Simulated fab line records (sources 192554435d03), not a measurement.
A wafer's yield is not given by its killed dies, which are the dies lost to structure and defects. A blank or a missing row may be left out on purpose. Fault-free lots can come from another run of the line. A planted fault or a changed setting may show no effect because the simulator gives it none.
A single fault, viewed from 2 desks + flow n5Finfet + only its own numbers are on each desk; what lay behind them is given at the end

TOOL OWNER'S DESK, euvScanner-01
The tool's own readings at N5_BEOL_M3_EXPOSE_08 (exposes mask M3): means of the sampled wafers that have a number, for each lot that ran on this tool. The brackets show how far a lot's mean lies from the usual mean; more than 4 standard deviations puts the lot out of limits, marked OUT.
Columns: A = exposureDoseMJCm2 at N5_BEOL_M3_EXPOSE_08, usual 32.89
| lot  | first seen here | A               |
|------|-----------------|-----------------|
| L881 | day 8 06:47     | 32.92           |
| L882 | day 8 08:28     | 30.20 (-64) OUT |
| L883 | day 8 17:54     | 30.73 (-51) OUT |
Finding of this desk: L882, L883 out of limits; the first was L882 at day 8 08:28, on exposureDoseMJCm2 at N5_BEOL_M3_EXPOSE_08. In limits: L881.

AT THE METROLOGY DESK
Means of the sampled wafers that have a number, per lot and without regard to the tool the lot ran on: this is what the gauges read. The brackets show how far a lot's mean lies from the usual mean; more than 4 standard deviations puts the lot out of limits, marked OUT. Of its 12 readings 7 are shown: the one that was out of limits first, and those that lie furthest out on some lot.
Columns: A = cdNm at N5_BEOL_M3_CD_MEAS_11, usual 17.09 nm; B = cdNm at N5_BEOL_M3_CD_MEAS_18, usual 17.9 nm; C = DIBL_N at N5_BEOL_M4_RC_MEAS_101, usual 35.9 mV/V; D = DIBL_P at N5_BEOL_M4_RC_MEAS_101, usual 36.0 mV/V; E = ION_N at N5_BEOL_M4_RC_MEAS_101, usual 678 uA/um; F = SS_P at N5_BEOL_M4_RC_MEAS_101, usual 73.2 mV/dec; G = VT_N at N5_BEOL_M4_RC_MEAS_101, usual 249 mV
| lot  | first seen here | A                | B               | C    | D    | E   | F    | G   |
|------|-----------------|------------------|-----------------|------|------|-----|------|-----|
| L878 | day 7 13:47     | 17.17            | 17.6            | 35.1 | 32.7 | 675 | 73.2 | 249 |
| L881 | day 8 06:55     | 17.01            | 18.1            | 35.4 | 35.8 | 677 | 72.7 | 248 |
| L882 | day 8 08:35     | 15.44 (-7.5) OUT | 16.4 (-4.9) OUT | -    | -    | -   | -    | -   |
| L883 | day 8 18:02     | 15.86 (-5.6) OUT | 16.8            | -    | -    | -   | -    | -   |
| L884 | day 9 03:10     | 16.91            | 17.7            | 38.7 | 38.8 | 679 | 74.3 | 249 |
| L886 | day 9 10:18     | 17.09            | 17.9            | 35.0 | 35.2 | 669 | 72.6 | 250 |
| L889 | day 10 12:14    | 17.08            | 17.8            | 34.7 | 35.3 | 670 | 72.8 | 251 |
| L894 | day 11 13:18    | 17.09            | 18.4            | 34.4 | 32.9 | 670 | 72.8 | 251 |
| L895 | day 11 16:08    | 17.01            | 17.8            | 35.3 | 34.3 | 661 | 72.6 | 254 |
| L897 | day 12 02:28    | 17.11            | 17.8            | 36.0 | 35.5 | 683 | 73.3 | 248 |
Finding of this desk: L882, L883 out of limits; the first was L882 at day 8 08:35, on cdNm at N5_BEOL_M3_CD_MEAS_11. In limits: L878, L881, L884, L886, L889, L894, L895, L897.

BROUGHT TOGETHER
An alarm could have come from the tool owner's desk at day 8 08:28, on L882, L883.
On L882, L883, the metrology desk was in a position to raise an alarm at day 8 08:35.
On euvScanner-01, each named lot ran N5_BEOL_M3_EXPOSE_08.

WHAT THE SIMULATOR HAD INSERTED
Process parameter drift: euvScanner-01, from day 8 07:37 on, at N5_BEOL_M3_EXPOSE_08. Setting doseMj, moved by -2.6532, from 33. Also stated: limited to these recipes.
Shown lots that were struck: L882, L883.
Hours from the fault's start to each desk's first reading out of limits: the tool owner's desk, 1; the metrology desk, 1.
